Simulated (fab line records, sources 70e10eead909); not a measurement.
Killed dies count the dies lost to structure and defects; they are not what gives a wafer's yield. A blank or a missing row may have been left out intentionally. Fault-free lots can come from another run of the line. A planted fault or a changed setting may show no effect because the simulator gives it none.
fab line records	flow nand-harc
[record] lots = 6	wafers = 18	last-day = 33
route steps=1302 shown A_SLIT@925 A_SIN_REMOVE@947 A_WL_FILL@952 END@1302
lots with no fault: from the same line, run without faults
start-h: hours from the record's first day to the start of the lot's first wafer shown	wait-h: hours elapsed since this lot's preceding step	" unchanged from the row above	L1.1+2: a row that stands for several wafers	- no value present, or no start provided	* or withheld: withheld	< > ~ a bound
route shown NAME@n: names a module that has steps shown in the file, with the first one's number in the route	usual: the fault-free wafers' mean and standard deviation	same: alike in all rows	chamber/n: place in a boat	sites: per-site readings	_std_site: the values' standard deviation	_edge_site: outer sites' mean less inner sites'	radius-mm: for every site, how far away it sits from the centre of the wafer	mask NAME#n: copy n	behind: the tool/chamber that last shaped the wafer	hold: what put the lot on hold/how long, in hours/how the hold closed	device: which transistor (n, p or np) failed to switch	end of line: the same wafers' tests at the end of the route	a step with no rows: only its recipe	killed: dies that structure and defects cost at the first sort, which is not the same as the wafer's yield	map: dies across one wafer; x = killed, . = not, _ = none there
set.NAME: setting as actually run; set.NAME@STEP: the setting as run at that earlier step	model.NAME: the simulator's own value behind a step, which no gauge read
certain route steps with their lots: each step a table, each wafer a row
services: from which hour (start-h, from the record's first day; less than 0 if before it) a tool's chamber was out of use, for how many hours, and why
[[steps]]
[step NHARC_A_SLIT_DEHYDRATE_01]
[recipe] temp-c = 150	time-s = 120
[step NHARC_A_SLIT_HMDS_02]
[recipe] time-s = 30
[step NHARC_A_SLIT_COAT_03]
[recipe] spin-rpm = 1500	resist-thk-nm = 90
[step NHARC_A_SLIT_SOFTBAKE_04]
[recipe] temp-c = 105	time-s = 55
[step NHARC_A_SLIT_EBR_05]
[step NHARC_A_SLIT_EXPOSE_06]
[recipe] na = 1.35	dose-mj = 60.82	mask-id = SLIT
[step NHARC_A_SLIT_PEB_07]
[recipe] peb-temp-c = 100	peb-time-s = 65
[step NHARC_A_SLIT_DEVELOP_08]
[recipe] develop-time-s = 35	dev-temp-c = 23
[step NHARC_A_SLIT_CD_MEAS_09]
[recipe] target-cd-nm = 300	landing-energy-ev = 500
[usual] cd-nm = 300.0/0.71
[same] landing-energy-ev = 500
lot.wafer	tool	chamber	start-h	wait-h	cd-nm
L161.3	cd-sem-03	0	451.36	-	299.7
L161.4	"	0	"	"	300.4
L161.6	"	0	"	"	299.4
L170.2	cd-sem-01	0	554.01	-	300.8
L170.4	"	0	"	"	299.9
L170.6	"	0	"	"	299.4
L179.1	cd-sem-03	0	648.34	-	300.0
L179.3	"	0	"	"	299.8
L179.5	"	0	"	"	300.5
L180.1	cd-sem-01	0	648.75	-	298.2
L180.3	"	0	"	"	300.0
L180.6	"	0	"	"	299.7
L181.3	cd-sem-02	0	656.52	-	300.1
L181.4	"	0	"	"	300.0
L181.6	"	0	"	"	300.7
L183.4	cd-sem-02	0	667.15	-	299.5
L183.5	"	0	"	"	299.0
L183.6	"	0	"	"	299.2
[step NHARC_A_SLIT_OVL_MEAS_10]
[usual] overlay-x-nm = 0.1/0.88	overlay-y-nm = 0.0/1
lot.wafer	tool	chamber	start-h	wait-h	overlay-x-nm	overlay-y-nm
L161.3	overlay-02	-	451.45	-	2.5	0.7
L161.4	"	-	"	"	2.2	1.2
L161.6	"	-	"	"	1.7	0.2
L170.2	overlay-02	-	554.10	-	0.5	-0.4
L170.4	"	-	"	"	-0.5	-0.1
L170.6	"	-	"	"	0.2	-0.1
L179.1	overlay-01	-	648.43	-	0.2	-0.6
L179.3	"	-	"	"	-0.2	-0.4
L179.5	"	-	"	"	0.0	-0.4
L180.1	overlay-02	-	648.83	-	-0.8	1.7
L180.3	"	-	"	"	-0.1	1.2
L180.6	"	-	"	"	-0.7	1.2
L181.3	overlay-01	-	656.60	-	-0.3	-1.0
L181.4	"	-	"	"	-0.8	-1.0
L181.6	"	-	"	"	-0.6	-1.0
L183.4	overlay-02	-	667.23	-	0.9	-1.6
L183.5	"	-	"	"	0.2	-1.3
L183.6	"	-	"	"	1.0	-1.1
[step NHARC_A_SLIT_INSPECT_11]
[usual] raw-defect-count = 52/30
lot.wafer	tool	chamber	start-h	wait-h	raw-defect-count
L161.3	defect-inspect-01	-	451.48	0.0	56
L161.4	"	-	"	"	59
L161.6	"	-	"	"	62
L170.2	defect-inspect-01	-	554.13	0.0	46
L170.4	"	-	"	"	61
L170.6	"	-	"	"	36
L179.1	defect-inspect-01	-	648.46	0.0	61
L179.3	"	-	"	"	74
L179.5	"	-	"	"	57
L180.1	defect-inspect-01	-	648.87	0.0	8
L180.3	"	-	"	"	17
L180.6	"	-	"	"	7
L181.3	defect-inspect-02	-	656.64	0.0	7
L181.4	"	-	"	"	8
L181.6	"	-	"	"	5
L183.4	defect-inspect-01	-	667.26	0.0	69
L183.5	"	-	"	"	81
L183.6	"	-	"	"	60
[step NHARC_A_SLIT_DESCUM_14]
[recipe] time-s = 3	o2-flow-sccm = 200	ar-flow-sccm = 0	bias-power-w = 0	chemistry = O2
[usual] drypump-motor-current-A = 5.7/0.4	oes-product-au = 0.998/0.014	rf-vpp-V = 57.9/0.82	showerhead-plenum-p-Torr = 1.91/0.068	throttle-valve-pct = 11.311/0.01
lot.wafer	tool	chamber	start-h	wait-h	drypump-motor-current-A	oes-product-au	rf-hours-counter-h	rf-vpp-V	showerhead-plenum-p-Torr	throttle-valve-pct
L161.3	rie-diel-11	1	451.54	0.1	6.1	0.971	10.0	57.1	1.89	11.308
L161.4	"	2	"	"	5.8	0.978	9.0	58.9	1.91	11.312
L161.6	"	1	"	"	6.1	0.977	-	56.9	1.89	11.300
L170.2	rie-diel-08	0	554.19	0.1	5.5	0.998	0	58.3	1.78	11.322
L170.4	"	3	"	"	5.7	0.980	0	58.5	1.90	11.320
L170.6	"	1	"	"	6.2	0.994	-	56.3	1.93	11.313
L179.1	rie-diel-11	2	648.54	0.1	5.8	1.007	0.6	59.8	1.90	11.312
L179.3	"	3	"	"	5.3	0.992	0.6	56.2	2.02	11.325
L179.5	"	1	"	"	6.1	0.984	-	58.7	1.89	11.293
L180.1	rie-diel-08	0	648.95	0.1	5.5	1.002	5.7	56.7	1.77	11.313
L180.3	"	1	"	"	6.2	0.998	5.3	57.0	1.92	11.313
L180.6	"	3	"	"	5.7	0.988	-	57.0	1.90	11.315
L181.4	rie-diel-11	2	656.70	0.1	5.9	1.002	1.9	57.0	1.90	11.312
L181.3	"	3	"	"	5.3	0.982	1.5	57.3	2.02	11.294
L181.6	"	2	"	"	5.9	0.998	-	57.8	1.90	11.318
L183.4	rie-diel-04	2	667.34	0.1	5.4	1.009	5.9	58.3	1.87	11.314
L183.6	"	0	"	"	5.1	0.998	-	57.2	1.98	11.312
L183.5	"	1	"	"	5.7	1.003	-	59.1	1.98	11.297
[step NHARC_A_SLIT_ETCH_24]
[recipe] target-depth-a = 1210	time-s = 60.5	cf4-flow-sccm = 100	chf3-flow-sccm = 30	ar-flow-sccm = 0	rf-w = 500	bias-w = 200	chemistry = CF4/CHF3
[usual] drypump-motor-current-A = 5.7/0.41	oes-product-au = 0.959/0.021	rf-vpp-V = 370.8/2	showerhead-plenum-p-Torr = 1.58/0.054	throttle-valve-pct = 16.803/0.0096
lot.wafer	tool	chamber	start-h	wait-h	drypump-motor-current-A	oes-product-au	rf-hours-counter-h	rf-vpp-V	showerhead-plenum-p-Torr	throttle-valve-pct
L161.4	rie-diel-11	0	451.63	0.1	6.1	0.979	9.8	367.9	1.52	16.802
L161.3	"	2	"	"	5.8	0.946	9.0	370.8	1.57	16.809
L161.6	"	0	"	"	6.1	0.983	-	369.0	1.53	16.803
L170.2	rie-diel-08	2	554.29	0.1	4.6	0.980	0.0	368.7	1.51	16.814
L170.4	"	3	"	"	5.7	0.968	0.0	370.2	1.57	16.806
L170.6	"	0	"	"	5.5	0.961	-	367.3	1.47	16.822
L179.3	rie-diel-11	0	648.62	0.1	6.1	0.962	1.1	367.4	1.52	16.810
L179.1	"	1	"	"	6.0	0.940	1.1	368.9	1.55	16.829
L179.5	"	3	"	"	5.3	0.970	-	372.9	1.66	16.806
L180.1	rie-diel-08	2	649.03	0.1	4.6	0.972	5.1	368.5	1.50	16.805
L180.3	"	3	"	"	5.7	0.956	5.2	370.9	1.57	16.794
L180.6	"	0	"	"	5.5	0.990	-	365.9	1.47	16.804
L181.3	rie-diel-11	0	656.78	0.1	6.1	0.986	1.8	366.8	1.52	16.801
L181.4	"	1	"	"	6.0	0.950	2.3	369.6	1.55	16.786
L181.6	"	1	"	"	6.1	0.938	-	369.4	1.55	16.813
L183.4	rie-diel-04	1	667.42	0.1	5.7	0.979	6.2	372.0	1.62	16.806
L183.5	"	3	"	"	5.8	0.974	-	371.5	1.62	16.823
L183.6	"	0	"	"	5.1	0.969	-	372.6	1.63	16.814
[step NHARC_A_SLIT_ETCH_15]
[recipe] target-depth-a = 62000	over-etch-frac = 0.3	time-s = 1612	ion-energy-ev = 150	o2-flow-sccm = 400	cos-flow-sccm = 20	ar-flow-sccm = 0	rf-w = 500	bias-w = 300	chemistry = O2/COS
[step NHARC_A_SLIT_ETCH_17]
[recipe] bias-v = 900	source-w = withheld	pressure-mtorr = 20	ar-flow-sccm = 375	c4f8-flow-sccm = 83.3	o2-flow-sccm = 41.7	time-s = 4254.5	target-depth-a = 2.03e+05	chemistry = C4F8/O2/Ar
[step NHARC_A_SLIT_ETCH_26]
[recipe] bias-v = 400	source-w = 2000	pressure-mtorr = 25	time-s = 90	ar-flow-sccm = 375	c4f8-flow-sccm = 41.7	o2-flow-sccm = 83.3	target-depth-a = 4000	chemistry = C4F8/O2/Ar
[usual] drypump-motor-current-A = 5.78/0.23	showerhead-plenum-p-Torr = 3.77/0.18	throttle-valve-pct = 27.620/0.0088
lot.wafer	tool	chamber	start-h	wait-h	drypump-motor-current-A	rf-hours-counter-h	showerhead-plenum-p-Torr	throttle-valve-pct
L161.4	har-etch-02	0	456.48	1.9	5.57	-	3.96	27.624
L161.3	"	1	"	"	6.16	-	3.96	27.612
L161.6	"	1	"	"	6.11	-	3.96	27.607
L170.2	har-etch-02	0	559.12	2.5	5.58	103	3.92	27.610
L170.4	"	1	"	"	6.13	-	3.92	27.627
L170.6	"	1	"	"	6.15	-	3.92	27.630
L179.1	har-etch-01	1	656.12	2.5	5.68	359	3.47	27.625
L179.3	"	0	"	"	5.62	-	3.62	27.619
L179.5	"	0	"	"	5.61	-	3.62	27.624
L180.1	har-etch-02	0	658.74	3.0	5.57	164	3.88	27.629
L180.3	"	0	"	"	5.59	-	3.88	27.618
L180.6	"	0	"	"	5.58	-	3.88	27.601
L181.4	har-etch-02	1	662.61	1.9	6.11	-	3.88	27.605
L181.3	"	0	"	"	5.59	-	3.88	27.616
L181.6	"	1	"	"	6.13	-	3.88	27.623
L183.4	har-etch-01	0	672.37	1.3	5.62	-	3.61	27.621
L183.6	"	1	"	"	5.71	-	3.47	27.619
L183.5	"	0	"	"	5.63	-	3.61	27.611
[step NHARC_A_SLIT_STRIP_28]
[recipe] o2-flow-sccm = 400	cos-flow-sccm = 20	ar-flow-sccm = 0	bias-w = 0	chemistry = O2/COS
[step NHARC_A_SLIT_ETCH_29]
[recipe] target-depth-a = 1000	overetch-a = 100	time-s = 55	ion-energy-ev = 100	cf4-flow-sccm = 80	o2-flow-sccm = 20	ar-flow-sccm = 0	rf-w = 300	bias-w = 100	chemistry = CF4/O2
[usual] drypump-motor-current-A = 5.5/0.47	oes-product-au = 1.003/0.012	rf-vpp-V = 197.7/1.3	showerhead-plenum-p-Torr = 1.33/0.049	throttle-valve-pct = 13.398/0.0094
lot.wafer	tool	chamber	start-h	wait-h	drypump-motor-current-A	oes-product-au	rf-hours-counter-h	rf-vpp-V	showerhead-plenum-p-Torr	throttle-valve-pct
L161.4	rie-diel-08	2	457.30	0.1	4.6	1.017	4.1	195.8	1.28	13.385
L161.3	"	3	"	"	5.7	1.005	3.9	199.1	1.33	13.382
L161.6	"	3	"	"	5.7	1.015	-	199.2	1.33	13.422
L170.4	rie-diel-04	3	559.98	0.1	5.8	0.991	1.0	198.8	1.38	13.399
L170.2	"	0	"	"	5.1	0.991	1.0	198.7	1.38	13.390
L170.6	"	2	"	"	5.4	1.017	-	197.1	1.31	13.407
L179.3	rie-diel-04	3	656.97	0.1	5.8	1.005	4.6	199.6	1.38	13.392
L179.1	"	2	"	"	5.4	1.015	5.5	196.3	1.30	13.397
L179.5	"	3	"	"	5.8	1.003	-	200.8	1.38	13.400
L180.1	rie-diel-08	3	659.62	0.1	5.7	0.985	5.8	198.1	1.33	13.387
L180.3	"	2	"	"	4.6	1.002	5.6	196.8	1.27	13.390
L180.6	"	3	"	"	5.7	0.977	-	198.2	1.33	13.403
L181.4	rie-diel-08	3	663.45	0.1	5.7	0.986	5.8	197.5	1.33	13.399
L181.3	"	0	"	"	5.5	1.009	6.8	196.5	1.24	13.384
L181.6	"	2	"	"	4.6	1.001	-	196.4	1.27	13.395
L183.4	rie-diel-04	0	673.16	0.1	5.1	0.992	6.2	198.3	1.38	13.396
L183.5	"	0	"	"	5.1	0.987	-	198.6	1.38	13.393
L183.6	"	1	"	"	5.7	1.017	-	197.8	1.38	13.403
[step NHARC_A_SLIT_STRIP_18]
[recipe] o2-flow-sccm = 500	ar-flow-sccm = 0	bias-w = 0	chemistry = O2
[usual] drypump-motor-current-A = 5.5/0.48	oes-product-au = 1.004/0.011	rf-vpp-V = 57.8/0.88	showerhead-plenum-p-Torr = 3.51/0.13	throttle-valve-pct = 17.037/0.0098
lot.wafer	tool	chamber	start-h	wait-h	drypump-motor-current-A	oes-product-au	rf-hours-counter-h	rf-vpp-V	showerhead-plenum-p-Torr	throttle-valve-pct
L161.3	rie-diel-08	3	-	-	5.7	1.009	3.9	57.3	3.52	17.040
L161.4	"	1	"	"	6.2	0.991	3.6	59.5	3.55	17.039
L161.6	"	0	"	"	5.5	1.003	-	57.7	3.29	17.054
L170.2	rie-diel-04	2	-	-	5.4	1.014	1.5	57.7	3.45	17.042
L170.4	"	3	"	"	5.8	1.004	1.1	57.9	3.63	17.039
L170.6	"	2	"	"	5.4	1.012	-	58.1	3.45	17.024
L179.3	rie-diel-04	0	-	-	5.1	0.994	5.3	58.4	3.65	17.045
L179.1	"	1	"	"	5.8	1.013	5.9	57.7	3.64	17.044
L179.5	"	3	"	"	5.8	1.003	-	57.5	3.63	17.041
L180.1	rie-diel-08	1	-	-	6.2	1.001	6.3	58.1	3.55	17.030
L180.3	"	3	"	"	5.7	0.988	5.8	57.3	3.51	17.003
L180.6	"	2	"	"	4.6	1.002	-	57.1	3.37	17.029
L181.3	rie-diel-08	3	-	-	5.7	0.992	5.9	59.2	3.51	17.034
L181.4	"	0	"	"	5.5	1.012	6.8	56.9	3.29	17.036
L181.6	"	1	"	"	6.2	0.998	-	57.4	3.55	17.033
L183.4	rie-diel-04	3	-	-	5.8	0.991	6.0	59.0	3.63	17.020
L183.6	"	0	"	"	5.1	0.998	-	58.1	3.65	17.035
L183.5	"	1	"	"	5.7	1.012	-	59.9	3.64	17.043
[step NHARC_A_SLIT_PRECLEAN_19]
[recipe] time-s = *	temp-c = 50	bath-age-min = 0	chemistry = SC1
[step NHARC_A_SLIT_SRD_20]
[step NHARC_A_SLIT_CD_MEAS_21]
[usual] cd-nm = 289.3/1.2
lot.wafer	tool	chamber	start-h	wait-h	cd-nm
L161.3	cd-sem-01	-	457.84	-	288.5
L161.4	"	-	"	"	289.3
L161.6	"	-	"	"	288.7
L170.2	cd-sem-01	-	560.51	-	291.1
L170.4	"	-	"	"	290.1
L170.6	"	-	"	"	290.0
L179.1	cd-sem-01	-	657.50	-	288.8
L179.3	"	-	"	"	289.8
L179.5	"	-	"	"	289.5
L180.1	cd-sem-01	-	660.16	-	290.4
L180.3	"	-	"	"	290.4
L180.6	"	-	"	"	290.6
L181.3	cd-sem-01	-	664.00	-	290.0
L181.4	"	-	"	"	288.2
L181.6	"	-	"	"	289.7
L183.4	cd-sem-01	-	673.70	-	289.3
L183.5	"	-	"	"	289.0
L183.6	"	-	"	"	290.5
[step NHARC_A_SIN_REMOVE_WET_00]
[recipe] temp-c = 160	time-s = 15300	chemistry = H3PO4
[step NHARC_A_SIN_REMOVE_PRECLEAN_01]
[recipe] time-s = *	temp-c = 50	bath-age-min = 0	chemistry = SC1
[step NHARC_A_SIN_REMOVE_SRD_02]
[step NHARC_A_SIN_REMOVE_INSPECT_04]
[usual] raw-defect-count = 363/110
lot.wafer	tool	chamber	start-h	wait-h	raw-defect-count
L161.3	defect-inspect-02	-	464.45	0.0	285
L161.4	"	-	"	"	272
L161.6	"	-	"	"	297
L170.2	defect-inspect-02	-	567.11	0.0	276
L170.4	"	-	"	"	218
L170.6	"	-	"	"	251
L179.1	defect-inspect-01	-	664.14	0.0	1257
L179.3	"	-	"	"	453
L179.5	"	-	"	"	397
L180.1	defect-inspect-02	-	666.79	0.0	754
L180.3	"	-	"	"	427
L180.6	"	-	"	"	569
L181.3	defect-inspect-01	-	670.59	0.0	262
L181.4	"	-	"	"	1164
L181.6	"	-	"	"	1199
L183.4	defect-inspect-01	-	680.41	0.0	686
L183.5	"	-	"	"	648
L183.6	"	-	"	"	717
[step NHARC_A_WL_FILL_ALD_00]
[recipe] target-thk-a = 30	pulse-time-s = 3	ald-cycles = 30	temp-c = 300	material = Al2O3
[usual] heater-power-w = 438/60	precursor-pulse-height-rel = 1.001/0.023	susceptor-temp-C = 300.02/0.2
lot.wafer	tool	chamber	start-h	wait-h	heater-power-w	precursor-pulse-height-rel	susceptor-temp-C
L161.3	ald-hk-04	0	464.52	0.1	381	1.040	300.18
L161.4	"	2	"	"	452	0.975	300.37
L161.6	"	1	"	"	437	1.020	299.77
L170.4	ald-hk-04	0	567.20	0.1	394	1.023	300.06
L170.2	"	2	"	"	456	0.941	299.83
L170.6	"	0	"	"	396	1.051	299.76
L179.1	ald-hk-04	3	664.26	0.1	520	1.024	300.22
L179.3	"	0	"	"	402	1.025	300.09
L179.5	"	1	"	"	452	0.982	299.99
L180.3	ald-hk-02	2	666.85	0.1	428	0.952	300.35
L180.1	"	0	"	"	407	1.014	300.29
L180.6	"	2	"	"	419	0.982	299.96
L181.4	ald-hk-01	2	670.66	0.1	422	0.983	299.86
L181.3	"	1	"	"	382	1.004	299.63
L181.6	"	3	"	"	376	1.004	299.71
L183.4	ald-hk-02	0	680.50	0.1	407	0.987	299.84
L183.6	"	3	"	"	439	1.009	299.83
L183.5	"	0	"	"	407	0.973	300.01
[step NHARC_END_SORT_01]
[recipe] temp-c = 25
[usual] killed-at-array = 45/18	killed-at-other = 0.9/1.3	killed-at-periphery = 3.7/2.2	killed-dies = 50/18	killed-open = 3.2/1.9	killed-short = 2.4/1.6
[same] gross-dies = 677
lot.wafer	tool	chamber	start-h	wait-h	killed-at-array	killed-at-other	killed-at-periphery	killed-dies	killed-open	killed-short
L179.1	prober-02	0	766.04	2.5	94	2	2	98	5	1
L181.4	prober-02	0	784.05	3.4	88	2	2	92	2	2
L181.6	prober-02	0	785.63	4.0	78	0	1	79	4	3
// killed by level:class
L179.1 A_SLIT:unspecified=63 A_SLIT:chamber-film-flake=11 A_CHANNEL_HOLE_D2:chamber-film-flake=7 A_CHANNEL_HOLE_D1:chamber-film-flake=4 P_GATE:chamber-film-flake=2 A_CONTACT:chamber-film-flake=2 THIN_TSV:chamber-film-flake=2 A_DECK1_JOINT:geometric-particle:short=1
L181.4 A_SLIT:unspecified=63 A_SLIT:chamber-film-flake=11 A_CONTACT:chamber-film-flake=9 A_CHANNEL_HOLE_D2:chamber-film-flake=2 P_CONTACT:geometric-particle:short=1 A_CHANNEL_FILL_D1:geometric-particle:open=1 A_M1:geometric-particle:open=1 STARTING-WAFER:geometric-particle:short=1
L181.6 A_SLIT:unspecified=61 A_SLIT:chamber-film-flake=9 P_M1:geometric-particle:open=1 A_ONON_D1:geometric-particle:short=1 A_DECK1_JOINT:geometric-particle:short=1 A_ONON_D2:geometric-particle:open=1 A_CHANNEL_FILL_D2:geometric-particle:short=1 A_CHANNEL_FILL_D2:geometric-particle:open=1
[[services]]
tool	chamber	start-h	hours	kind
rie-diel-08	3	444.92	5.5	repair
rie-diel-08	0	450.38	-	clean
rie-diel-11	-	452.40	9.0	pm
rie-diel-04	0	457.81	2.3	repair
rie-diel-04	2	458.39	10.3	repair
ald-hk-02	-	467.62	0.9	repair
ald-hk-01	-	475.45	10.0	pm
rie-diel-08	0	499.81	4.1	repair
rie-diel-11	0	508.75	3.9	repair
rie-diel-11	0	513.96	1.6	repair
ald-hk-02	-	529.21	10.0	pm
rie-diel-04	-	531.90	9.0	pm
rie-diel-08	1	536.08	4.9	repair
rie-diel-08	-	544.80	9.0	pm
rie-diel-08	-	581.06	0.9	repair
rie-diel-08	1	608.27	1.3	repair
rie-diel-08	3	621.16	6.7	repair
rie-diel-11	-	629.40	9.0	pm
har-etch-01	-	638.64	10.0	repair
rie-diel-04	3	640.41	11.6	repair
rie-diel-08	-	646.45	0.1	repair
ald-hk-01	-	657.11	10.0	pm
ald-hk-04	-	677.06	1.5	repair
rie-diel-04	3	679.78	4.5	repair
[[key]]
[first-sign] step = NHARC_A_SIN_REMOVE_INSPECT_04	reading = raw-defect-count	direction = up	sigmas = 7.4	usual = 363	struck = 1207
[effect] step = NHARC_END_SORT_01	reading = killed-at-array	direction = up	sigmas = 2.3	usual = 45	struck = 87
[more-kills-born-at] NHARC_A_SLIT_ETCH_24@rie-diel-11 = 186
met-at NHARC_A_SLIT_ETCH_24
struck-wafers L179.1,L181.4,L181.6
tester-left-out L179,L181
[fault] kind = chamber-particle-source	tool = rie-diel-11	chamber = 1	onset-h = 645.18	steps = NHARC_A_SLIT_ETCH_24	rate-per-visit-cm2 = 1.3572	end-h = 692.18
// tester-left-out: of these lots the tester's yield and bins aren't shown, on N5 and GAA mostly nor the transistor test; their killed dies are dies lost to structure and defects alone, not to doping, threshold or leakage, so they don't give the yield
